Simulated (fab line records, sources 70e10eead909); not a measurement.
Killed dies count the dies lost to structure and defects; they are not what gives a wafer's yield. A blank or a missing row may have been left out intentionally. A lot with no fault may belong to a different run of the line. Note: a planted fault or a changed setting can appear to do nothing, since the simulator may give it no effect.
fab line records	flow nandHarc
[record] lots = 7	wafers = 21	lastDay = 34
route steps=1302 shown A_CHANNEL_HOLE_D1@480 A_CHANNEL_FILL_D1@490
lots with no fault: from the same line, run without faults
startH: start of the lot's first displayed wafer, in hours after the record's first day	waitH: hours from the lot's prior step to this one	" unchanged from the row above	L1.1+2: a row that stands for several wafers	- no value, or no start given	* or withheld: withheld	< > ~ a bound
route shown NAME@n: names a module that has steps shown in the file, with the first one's number in the route	usual: mean/standard deviation taken from wafers without a fault	same: alike in all rows	chamber/n: place in a boat	sites: the reading at each site	_std_site: how widely they spread, as a standard deviation	_edge_site: outer sites' mean less inner sites'	radiusMm: how far each site lies from the wafer's centre	mask NAME#n: copy n	behind: the tool/chamber that last shaped the wafer	hold: reason for holding the lot/hours on hold/outcome of the hold	device: which transistor (n, p or np) failed to switch	end of line: tests run on the same wafers once the route is complete	where a step has no rows: the recipe by itself	killed: the dies lost at the first sort to structure and to defects; this is not the yield of the wafer	map: per-die view of a wafer (x killed, . not killed, _ where there is no die)
set.NAME: the run value of the setting; set.NAME@STEP: its run value at that earlier step	model.NAME: the simulator's own value behind a step, which no gauge read
lots at some steps of the route; a table a step, a row a wafer
services: from which hour (startH, from the record's first day; less than 0 if before it) a tool's chamber was out of use, for how many hours, and why
[[steps]]
[step NHARC_A_CHANNEL_HOLE_D1_STRIP_41]
[recipe] n2FlowSccm = 150	h2FlowSccm = 150	arFlowSccm = 0	biasW = 0	chemistry = N2/H2
[step NHARC_A_CHANNEL_HOLE_D1_STRIP_42]
[recipe] cf4FlowSccm = 100	chf3FlowSccm = 30	arFlowSccm = 0	biasW = 0	chemistry = CF4/CHF3
[step NHARC_A_CHANNEL_HOLE_D1_STRIP_43]
[recipe] o2FlowSccm = 400	cosFlowSccm = 20	arFlowSccm = 0	biasW = 0	chemistry = O2/COS
[step NHARC_A_CHANNEL_HOLE_D1_ETCH_44]
[recipe] targetDepthA = 1400	overetchA = 140	timeS = 77	ionEnergyEv = 100	cf4FlowSccm = 80	o2FlowSccm = 20	arFlowSccm = 0	rfW = 300	biasW = 100	chemistry = CF4/O2
[usual] drypumpMotorCurrentA = 5.5/0.39	oesProductAu = 1.000/0.0076	rfVppV = 197.6/1.6	showerheadPlenumPTorr = 1.33/0.063	throttleValvePct = 13.397/0.0089
[same] timeS = 77
lot.wafer	tool	chamber	startH	waitH	drypumpMotorCurrentA	oesProductAu	rfHoursCounterH	rfVppV	showerheadPlenumPTorr	throttleValvePct
L551.4	rieDiel-05	0	289.77	0.1	4.9	0.986	4	199.3	1.42	13.397
L551.5	"	2	"	"	5.6	0.994	-	198.4	1.35	13.406
L551.6	"	3	"	"	5.7	0.998	-	197.4	1.32	13.402
L556.1	rieDiel-05	3	350.92	0.1	5.8	0.999	9	197.1	1.32	13.393
L556.2	"	2	"	"	5.7	1.002	8	198.2	1.35	13.405
L556.5	"	3	"	"	5.8	0.999	-	198.7	1.32	13.406
L557.2	rieDiel-01	3	360.98	0.1	5.8	0.999	54	196.3	1.27	13.406
L557.1	"	0	"	"	5.4	0.993	51	197.3	1.31	13.401
L557.5	"	3	"	"	5.8	1.011	-	195.9	1.27	13.405
L558.1	rieDiel-05	2	363.28	0.1	5.7	1.011	10	198.0	1.35	13.375
L558.3	"	3	"	"	5.8	0.998	10	198.9	1.32	13.396
L558.5	"	1	"	"	5.2	0.996	-	195.9	1.24	13.378
L559.4	rieDiel-05	2	371.15	0.1	5.7	1.002	10	198.0	1.35	13.402
L559.3	"	3	"	"	5.7	1.009	11	198.4	1.32	13.408
L559.1	"	0	"	"	5.0	1.007	10	199.8	1.42	13.392
L561.1	rieDiel-05	1	399.06	0.0	5.2	0.994	11	195.9	1.24	13.393
L561.3	"	3	"	"	5.8	1.005	12	198.1	1.32	13.391
L561.5	"	2	"	"	5.7	0.979	-	198.2	1.35	13.393
L563.3	rieDiel-06	1	415.94	0.1	6.3	0.996	37	196.9	1.28	13.401
L563.1	"	3	"	"	5.7	1.001	31	196.2	1.26	13.409
L563.5	"	1	"	"	6.3	0.990	-	196.7	1.28	13.405
[step NHARC_A_CHANNEL_HOLE_D1_STRIP_27]
[recipe] o2FlowSccm = 500	arFlowSccm = 0	biasW = 0	chemistry = O2
[usual] drypumpMotorCurrentA = 5.6/0.39	oesProductAu = 1.000/0.0076	rfVppV = 57.9/0.94	showerheadPlenumPTorr = 3.51/0.16	throttleValvePct = 17.036/0.0094
lot.wafer	tool	chamber	startH	waitH	drypumpMotorCurrentA	oesProductAu	rfHoursCounterH	rfVppV	showerheadPlenumPTorr	throttleValvePct
L551.4	rieDiel-05	3	-	-	5.8	1.006	4	57.2	3.50	17.034
L551.6	"	2	"	"	5.7	1.002	-	57.9	3.57	17.041
L551.5	"	3	"	"	5.8	0.995	-	58.1	3.50	17.032
L556.1	rieDiel-05	0	-	-	4.9	0.995	8	57.5	3.74	17.030
L556.2	"	3	"	"	5.8	0.987	9	57.7	3.50	17.037
L556.5	"	1	"	"	5.2	0.991	-	57.5	3.28	17.046
L557.1	rieDiel-01	3	-	-	5.9	0.997	54	57.8	3.36	17.027
L557.2	"	1	"	"	5.5	0.996	49	58.1	3.54	17.043
L557.5	"	2	"	"	5.7	0.998	-	59.5	3.78	17.049
L558.1	rieDiel-05	0	-	-	5.0	0.992	9	58.0	3.74	17.053
L558.3	"	2	"	"	5.7	1.003	10	58.4	3.57	17.025
L558.5	"	0	"	"	5.0	0.992	-	59.6	3.74	17.042
L559.1	rieDiel-05	3	-	-	5.8	0.985	11	58.3	3.50	17.043
L559.4	"	0	"	"	5.0	0.993	10	58.2	3.74	17.029
L559.3	"	1	"	"	5.2	1.009	10	57.4	3.28	17.031
L561.1	rieDiel-05	1	-	-	5.2	1.007	11	57.1	3.28	17.026
L561.3	"	3	"	"	5.8	0.985	12	59.6	3.50	17.066
L561.5	"	2	"	"	5.7	1.004	-	58.2	3.57	17.031
L563.3	rieDiel-06	3	-	-	5.7	1.007	32	56.7	3.34	17.008
L563.1	"	1	"	"	6.3	0.994	38	56.5	3.38	17.048
L563.5	"	2	"	"	6.1	0.991	-	58.6	3.72	17.037
[step NHARC_A_CHANNEL_HOLE_D1_PRECLEAN_28]
[recipe] timeS = *	tempC = 50	bathAgeMin = 0	chemistry = SC1
[step NHARC_A_CHANNEL_HOLE_D1_SRD_29]
[step NHARC_A_CHANNEL_HOLE_D1_CD_MEAS_30]
[usual] cdNm = 89.8/0.96
lot.wafer	tool	chamber	startH	waitH	cdNm
L551.4	cdSem-03	-	290.56	-	90.3
L551.5	"	-	"	"	89.6
L551.6	"	-	"	"	91.1
L556.1	cdSem-02	-	351.71	-	89.7
L556.2	"	-	"	"	88.5
L556.5	"	-	"	"	89.9
L557.1	cdSem-01	-	361.82	0.1	91.2
L557.2	"	-	"	"	91.2
L557.5	"	-	"	"	91.0
L558.1	cdSem-02	-	364.06	-	89.0
L558.3	"	-	"	"	90.9
L558.5	"	-	"	"	89.9
L559.1	cdSem-02	-	371.94	-	88.4
L559.3	"	-	"	"	89.0
L559.4	"	-	"	"	87.2
L561.1	cdSem-02	-	399.86	-	91.4
L561.3	"	-	"	"	90.7
L561.5	"	-	"	"	91.6
L563.1	cdSem-02	-	416.77	0.1	89.7
L563.3	"	-	"	"	89.7
L563.5	"	-	"	"	90.3
[step NHARC_A_CHANNEL_HOLE_D1_XSEM_31]
[recipe] landingEnergyEv = 35000
[usual] botCdNm = 74.5/1.1	bowNm = 8.70/0.17	tiltDeg = 0.06/0.037
[same] landingEnergyEv = 35000
lot.wafer	tool	chamber	startH	waitH	botCdNm	bowNm	tiltDeg
L551.4	xsem-02	0	290.66	0.1	75.2	9.06	0.08
L551.5	"	0	"	"	75.4	8.98	0.08
L551.6	"	0	"	"	75.2	9.00	0.08
L556.1	xsem-01	0	351.79	0.1	73.4	8.69	0.08
L556.2	"	0	"	"	73.0	8.71	0.08
L556.5	"	0	"	"	74.1	8.75	0.08
L557.1	xsem-02	0	361.91	0.1	76.1	8.92	0.04
L557.2	"	0	"	"	75.2	8.76	0.04
L557.5	"	0	"	"	75.1	8.89	0.05
L558.1	xsem-01	0	364.15	0.1	74.2	8.85	0.10
L558.3	"	0	"	"	75.9	8.72	0.10
L558.5	"	0	"	"	74.9	8.72	0.10
L559.1	xsem-02	0	372.03	0.1	73.3	8.93	0.07
L559.3	"	0	"	"	73.9	9.02	0.07
L559.4	"	0	"	"	72.3	8.89	0.07
L561.1	xsem-02	0	399.95	0.1	75.9	9.00	0.01
L561.3	"	0	"	"	75.1	8.96	0.01
L561.5	"	0	"	"	75.5	8.87	0.01
L563.1	xsem-02	0	416.87	0.1	74.8	8.55	0.11
L563.3	"	0	"	"	74.3	8.63	0.11
L563.5	"	0	"	"	75.1	8.57	0.11
[step NHARC_A_CHANNEL_HOLE_D1_INSPECT_40]
[usual] rawDefectCount = 76/29
lot.wafer	tool	chamber	startH	waitH	rawDefectCount
L551.4	defectInspect-02	-	290.75	-	54
L551.5	"	-	"	"	63
L551.6	"	-	"	"	33
L556.1	defectInspect-01	-	351.89	-	102
L556.2	"	-	"	"	98
L556.5	"	-	"	"	127
L557.1	defectInspect-02	-	362.01	-	63
L557.2	"	-	"	"	74
L557.5	"	-	"	"	60
L558.1	defectInspect-02	-	364.25	-	109
L558.3	"	-	"	"	144
L558.5	"	-	"	"	106
L559.1	defectInspect-01	-	372.13	-	83
L559.3	"	-	"	"	100
L559.4	"	-	"	"	69
L561.1	defectInspect-02	-	400.05	-	65
L561.3	"	-	"	"	47
L561.5	"	-	"	"	63
L563.1	defectInspect-02	-	416.96	-	11
L563.3	"	-	"	"	34
L563.5	"	-	"	"	20
[step NHARC_A_CHANNEL_FILL_D1_PRECLEAN_00]
[recipe] timeS = *	tempC = 50	bathAgeMin = 0	chemistry = SC1
[step NHARC_A_CHANNEL_FILL_D1_SRD_01]
[step NHARC_A_CHANNEL_FILL_D1_ALD_02]
[recipe] targetThkA = 60	pulseTimeS = 10	aldCycles = 60	tempC = 300	material = SiO2
[usual] aldCycles = 60/0	heaterPowerOuterW = 250/31	heaterPowerW = 440/56	precursorPulseHeightRel = 1.000/0.02
lot.wafer	tool	chamber	startH	waitH	aldCycles	heaterPowerOuterW	heaterPowerW	precursorPulseHeightRel
L551.4	aldHk-02	3	291.01	-	60	220	400	0.989
L551.5	"	2	"	"	60	219	366	1.013
L551.6	"	3	"	"	60	217	391	1.036
L556.2	aldHk-03	2	352.08	-	60	254	441	0.985
L556.1	"	0	"	"	60	261	508	1.049
L556.5	"	3	"	"	60	247	436	1.035
L557.2	aldHk-02	0	362.20	-	-	-	-	-
L557.1	"	2	"	"	-	-	-	-
L557.5	"	1	"	"	-	-	-	-
L558.3	aldHk-04	0	364.59	-	-	-	-	-
L558.1	"	1	"	"	-	-	-	-
L558.5	"	3	"	"	-	-	-	-
L559.4	aldHk-03	0	374.21	2.0	-	-	-	-
L559.1	"	1	"	"	-	-	-	-
L559.3	"	2	"	"	-	-	-	-
L561.3	aldHk-04	1	402.61	2.4	60	288	510	0.981
L561.1	"	0	"	"	60	246	415	0.999
L561.5	"	1	"	"	60	285	484	1.031
L563.3	aldHk-03	1	417.15	-	60	265	461	0.944
L563.1	"	3	"	"	60	234	441	0.991
L563.5	"	1	"	"	60	266	459	0.980
[step NHARC_A_CHANNEL_FILL_D1_ALD_03]
[recipe] targetThkA = 60	pulseTimeS = 60	aldCycles = 58	tempC = 630	pressureTorr = 2	material = SiNx
[usual] chamberPressureTorr = 2.000/0.0045	precursorPulseHeightRel = 1.001/0.021
[same] aldCycles = 58
lot.wafer	tool	chamber	startH	waitH	chamberPressureTorr	precursorPulseHeightRel
L551.4	aldSinBatch-02	0	-	-	1.998	1.039
L551.5	"	0	"	"	1.997	1.007
L551.6	"	0	"	"	2.002	0.992
L556.1	aldSinBatch-03	0	-	-	1.999	1.006
L556.2	"	0	"	"	2.003	0.997
L556.5	"	0	"	"	1.996	0.966
L557.1	aldSinBatch-03	0	-	-	2.006	0.984
L557.2	"	0	"	"	2.007	1.051
L557.5	"	0	"	"	2.003	1.010
L558.1	aldSinBatch-03	0	-	-	2.002	1.032
L558.3	"	0	"	"	1.997	0.971
L558.5	"	0	"	"	1.999	0.987
L559.1	aldSinBatch-02	0	-	-	2.002	1.008
L559.3	"	0	"	"	1.998	0.990
L559.4	"	0	"	"	2.003	0.978
L561.1	aldSinBatch-02	0	-	-	1.998	0.988
L561.3	"	0	"	"	1.997	0.983
L561.5	"	0	"	"	1.998	1.017
L563.1	aldSinBatch-02	0	-	-	1.997	1.001
L563.3	"	0	"	"	2.000	0.993
L563.5	"	0	"	"	1.995	0.985
[[services]]
tool	chamber	startH	hours	kind
aldSinBatch-02	-	266.00	26.0	pm
rieDiel-05	0	287.68	-	clean
rieDiel-05	1	287.68	-	clean
rieDiel-05	2	287.68	-	clean
rieDiel-05	3	287.68	-	clean
rieDiel-06	-	307.20	9.0	pm
rieDiel-05	0	312.18	-	clean
rieDiel-05	1	312.18	-	clean
rieDiel-05	2	312.18	-	clean
rieDiel-05	3	312.18	-	clean
rieDiel-05	0	336.68	-	clean
rieDiel-05	1	336.68	-	clean
rieDiel-05	2	336.68	-	clean
rieDiel-05	3	336.68	-	clean
aldHk-02	-	348.50	10.0	pm
rieDiel-05	0	361.18	-	clean
rieDiel-05	1	361.18	-	clean
rieDiel-05	2	361.18	-	clean
xsem-01	-	374.00	14.0	pm
rieDiel-01	0	374.13	15.2	repair
rieDiel-01	-	384.07	9.0	pm
rieDiel-05	-	406.72	9.0	pm
rieDiel-05	-	417.25	0.1	repair
rieDiel-06	0	420.24	6.2	repair
[[key]]
[firstSign] step = NHARC_A_CHANNEL_FILL_D1_ALD_02	reading = toolRecord	direction = missing
effect none on later readings
metAt NHARC_A_CHANNEL_FILL_D1_ALD_02
struckWafers L557.1,L557.2,L557.5,L558.1,L558.3,L558.5,L559.1,L559.3,L559.4
laterRowsLeftOut L557.1,L557.2,L557.5,L558.1,L558.3,L558.5,L559.1,L559.3,L559.4
sortLeftOut L557.1,L557.2,L557.5,L558.1,L558.3,L558.5,L559.1,L559.3,L559.4
testerLeftOut L557,L558,L559
onsetBetween 352.08 362.20
[fault] kind = skippedStepWhole	tool = aldHk-02,aldHk-03,aldHk-04	chamber = -	onsetH = 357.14	steps = NHARC_A_CHANNEL_FILL_D1_ALD_02	scope = struckLotsOnly
// testerLeftOut: of these lots the tester's yield and bins aren't shown, on N5 and GAA mostly nor the transistor test; their killed dies are dies lost to structure and defects alone, not to doping, threshold or leakage, so they don't give the yield
// sortLeftOut: the simulated sort isn't trusted on such a fault, so these wafers' sort isn't shown, and their yield isn't known
// laterRowsLeftOut: the simulator's readings of these wafers behind a module that went badly wrong aren't trusted and aren't shown, but for the sort
